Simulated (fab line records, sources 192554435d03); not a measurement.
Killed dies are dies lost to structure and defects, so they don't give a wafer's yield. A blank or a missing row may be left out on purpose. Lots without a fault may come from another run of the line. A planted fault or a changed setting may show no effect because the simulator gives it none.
A struck lot beside a sound one | flow n5_finfet | 17 steps out of a route of 1938
Sound: wafers L276.2, L276.3, L276.4. Struck: wafer L283.6. (L283.3, L283.4 of the same lot were not struck and are left out.) The cause comes at the end.
At each step with rows: each side's tool, then ch and its chambers, then its first start. Under that, the readings that differ: sound wafers | struck wafers | difference of the means | sigmas: that difference in standard deviations of wafers without a fault.
alike: readings whose means differ by less than 2 such deviations, and words and numbers that are the same on both sides. not compared: withheld readings, readings that some wafer has no value for, bounds like >300 that may hide the same value, and numbers for which the record gives no deviation and whose values overlap.
The two part at a step that has a row with sigmas, a row that says differs or no value, or rows on one side only. Numbers that don't overlap but have no deviation are shown without sigmas and don't part them. A reading that every wafer of one side lacks parts them only if that side has two wafers or more.

N5_BEOL_M14_TRENCH_ETCH_34: etches SiO2 in C4F8/O2/Ar, target depth 556.65 nm, time 126.9 s.
  sound on rie_diel-05 ch 0,1, day 13 10:30; struck on rie_diel-04 ch 1, day 14 16:37
  reading               | sound          | struck | difference | sigmas
  oes_product_au (a.u.) | 0.72 0.82 0.72 | 0.90   | +0.15      | +2
  alike: drypump_motor_current_A, oes_f_703_au, rf_vpp_V, showerhead_plenum_p_Torr, throttle_valve_pct
  not compared: rf_hours_counter_h
then, 1 step without rows for these wafers: N5_BEOL_M14_STRIP_70 (strips in C4F8/O2/Ar).
N5_BEOL_M14_OCD_MEAS_35:
  sound on ocd-02, day 13 10:43; struck on ocd-02, day 14 16:46
  alike: trench_depth_nm
N5_BEOL_M14_STRIP_37: strips in O2.
  sound on rie_diel-06 ch 1,2,3, day 13 11:25; struck on rie_diel-06 ch 1, day 14 16:56
  alike: drypump_motor_current_A, oes_product_au, rf_vpp_V, showerhead_plenum_p_Torr, throttle_valve_pct
  not compared: rf_hours_counter_h
then, 4 steps without rows for these wafers: N5_BEOL_M14_ETCH_38 (etches SiCN in CF4/N2, target depth 106.5 nm, time 120.6 s); N5_BEOL_M14_PRECLEAN_39 (cleans in residue remover, time 60 s); N5_BEOL_M14_SRD_40 (time 30 s, dry time 30 s); N5_BEOL_M14_DEGAS_41 (time 60 s).
N5_BEOL_M14_PRE_CLEAN_42: time 30 s.
  sound on pvd_sputter-03, day 13 11:48; struck on pvd_sputter-01, day 14 17:21
  alike: heater_power_w
N5_BEOL_M14_SPUTTER_43: material TaN, target thk 15 nm, time 24.19 s.
  sound on pvd_sputter-03, day 13 11:50; struck on pvd_sputter-01, day 14 17:23
  alike: throttle_valve_pct
then, 2 steps without rows for these wafers: N5_BEOL_M14_SPUTTER_44 (material Ta, target thk 15 nm, time 24.19 s); N5_BEOL_M14_SPUTTER_45 (material Cu, target thk 100 nm, time 16.67 s).
N5_BEOL_M14_ECD_47: material Cu, target thk 1248 nm.
  sound on ecd_cu-01 ch 0,1, day 13 12:07; struck on ecd_cu-01 ch 1, day 14 17:44
  reading                                 | sound          | struck | difference | sigmas
  model.Cu_of_BEOL_M14_ECD_47.thk_nm (nm) | 1251 1251 1253 | 711.6  | -540.1     |
N5_BEOL_M14_ANNEAL_48: time 90 s.
  sound on rtp_anneal-01 ch 0, day 13 12:21; struck on rtp_anneal-02 ch 0, day 14 17:57
  alike: anneal_temp_c_max, wafer_temp_C_max
N5_BEOL_M14_CMP_49: polishes, stops on SiO2, t overpolish 5.2 s, target thk 560 nm.
  sound on cmp-02 ch 0,2,3, day 13 12:38; struck on cmp-01 ch 2, day 14 18:11
  reading                | sound       | struck | difference | sigmas
  time_to_endpoint_s (s) | 126 120 140 | 69     | -60        | -10
  alike: motor_current_A
N5_BEOL_M14_THK_MEAS_50: measures by xrf.
  sound on film_metro-02, day 13 12:54; struck on film_metro-02, day 14 18:27
  alike: M14_THK
then, 1 step without rows for these wafers: N5_PASSIVATION_PROBE_49.

WHERE THEY PART
First at N5_BEOL_M14_TRENCH_ETCH_34; last, within this record, at N5_BEOL_M14_CMP_49. Later steps at which nothing parts them and some readings are alike: N5_BEOL_M14_THK_MEAS_50.

WHY: what the simulator had put in
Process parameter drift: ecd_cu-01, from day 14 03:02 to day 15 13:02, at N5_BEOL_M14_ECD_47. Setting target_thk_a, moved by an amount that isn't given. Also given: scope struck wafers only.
